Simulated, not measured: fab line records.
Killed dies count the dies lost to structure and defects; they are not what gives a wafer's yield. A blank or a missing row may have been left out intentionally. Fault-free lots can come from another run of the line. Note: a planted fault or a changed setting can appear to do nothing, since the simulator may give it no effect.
Chamber matching ; flow n5-finfet ; 3 sister chambers for N5_BEOL_M7_CURE_74 on uv-cure-02
The step cures SiCOH lowk, time 240 s. 14 wafers are shown with their chamber, then 7 later ones without.

## EACH WAFER AND ITS CHAMBER
wafer;chamber;wafer_temp_C_max;lamp-power-pct (%)
L079.1;0;387.3;52.35
L079.3;0;387.0;52.34
L079.4;0;386.9;52.33
L078.2;0;386.9;52.31
L078.4;0;387.3;52.41
L078.5;0;387.6;52.30
L084.2;2;386.6;52.23
L084.3;2;386.2;52.39
L084.5;2;387.3;52.31
L088.1;2;387.4;52.25
L088.4;2;387.6;52.31
L088.5;2;388.6;52.38
L090.1;1;388.0;52.27
L090.3;1;388.1;52.33

SIGNATURES (averages over the wafers above)
reading;chamber 0;chamber 1;chamber 2;scatter within a chamber
wafer_temp_C_max;387.167;388.050;387.283;0.594
lamp-power-pct;52.3400;52.3000;52.3117;0.0528
Rule: a wafer lies at a distance from a chamber equal to the root of the sum of squares, over the readings, of (its reading less the chamber's mean, divided by the reading's scatter). If the next closest chamber is less than 2 further off than the closest, the wafer can't be placed; otherwise it belongs to the closest. The scatter is the square root of a quotient: the sum, over the shown wafers, of each reading's squared deviation from its chamber's mean, divided by wafers minus chambers.

## WAFERS MISSING THEIR CHAMBER
wafer;wafer_temp_C_max;lamp-power-pct (%)
L090.5;387.2;52.38
L096.1;386.8;52.25
L096.5;387.6;52.28
L096.6;387.6;52.30
L097.1;387.4;52.37
L097.2;387.4;52.39
L097.3;387.5;52.33

## THE CHAMBER EACH PASSED THROUGH
wafer;from the rows above;in truth
L090.5;can't be placed: 0 or 2 or 1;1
L096.1;can't be placed: 2 or 0 or 1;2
L096.5;can't be placed: 2 or 1 or 0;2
L096.6;can't be placed: 2 or 1 or 0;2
L097.1;can't be placed: 0 or 2 or 1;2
L097.2;can't be placed: 0 or 2 or 1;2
L097.3;can't be placed: 2 or 0 or 1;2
Correct placement for 0 of the 7. Unplaceable from these rows: 7, with the true chamber sitting among the candidates in 7. Number placed wrongly: 0.
